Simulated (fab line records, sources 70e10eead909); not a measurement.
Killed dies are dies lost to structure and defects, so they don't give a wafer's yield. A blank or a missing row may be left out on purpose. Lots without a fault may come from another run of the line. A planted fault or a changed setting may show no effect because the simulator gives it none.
Chamber matching | flow nand_harc | NHARC_A_CHANNEL_FILL_D2_STRIP_28 on rie_diel-06: 4 sister chambers
The step strips in O2, time 20 s. 14 wafers are shown with their chamber, then 7 later ones without.

WAFERS WITH THEIR CHAMBER
wafer  | chamber | showerhead_plenum_p_Torr (Torr) | drypump_motor_current_A (A) | oes_product_au (a.u.)
L079.1 | 2       | 3.78                            | 4.8                         | 0.985
L079.4 | 0       | 3.62                            | 5.8                         | 0.991
L079.5 | 2       | 3.78                            | 4.8                         | 1.001
L077.3 | 2       | 3.78                            | 4.8                         | 0.991
L077.5 | 2       | 3.78                            | 4.9                         | 0.997
L077.6 | 1       | 3.45                            | 5.8                         | 1.008
L086.2 | 3       | 3.76                            | 6.0                         | 0.993
L086.5 | 3       | 3.76                            | 6.0                         | 0.992
L086.6 | 0       | 3.62                            | 5.8                         | 0.987
L087.2 | 0       | 3.62                            | 5.8                         | 0.991
L087.3 | 3       | 3.76                            | 6.0                         | 0.994
L087.6 | 2       | 3.77                            | 4.8                         | 0.996
L089.3 | 2       | 3.77                            | 4.9                         | 1.000
L089.4 | 3       | 3.76                            | 6.0                         | 0.999

SIGNATURES (means of the wafers above)
reading                  | chamber 0 | chamber 1 | chamber 2 | chamber 3 | scatter within a chamber
showerhead_plenum_p_Torr | 3.6200    | 3.4500    | 3.7767    | 3.7600    | 0.00365
drypump_motor_current_A  | 5.800     | 5.800     | 4.833     | 6.000     | 0.0365
oes_product_au           | 0.98967   | 1.00800   | 0.99500   | 0.99450   | 0.00471
Rule: a wafer's distance from a chamber is the root of the sum, over the readings, of the square of ((its reading less the chamber's mean) divided by the reading's scatter). The wafer belongs to the nearest chamber; if the next one is less than 2 further off, it can't be placed. The scatter: the root of (the sum of the squares of (reading less its chamber's mean) over the shown wafers, divided by (wafers less chambers)).

WAFERS WITHOUT THEIR CHAMBER
wafer  | showerhead_plenum_p_Torr (Torr) | drypump_motor_current_A (A) | oes_product_au (a.u.)
L089.5 | 3.45                            | 5.8                         | 1.018
L094.4 | 3.76                            | 6.0                         | 0.980
L094.5 | 3.45                            | 5.8                         | 0.990
L094.6 | 3.77                            | 4.8                         | 0.993
L097.1 | 3.76                            | 6.0                         | 0.972
L097.3 | 3.77                            | 4.9                         | 0.986
L097.5 | 3.45                            | 5.8                         | 0.997

WHICH CHAMBER EACH WENT THROUGH
wafer  | from the rows above | in truth
L089.5 | 1                   | 1
L094.4 | 3                   | 3
L094.5 | 1                   | 1
L094.6 | 2                   | 2
L097.1 | 3                   | 3
L097.3 | 2                   | 2
L097.5 | 1                   | 1
Placed correctly: 7 of 7. Can't be placed from these rows: 0. Placed wrongly: 0.
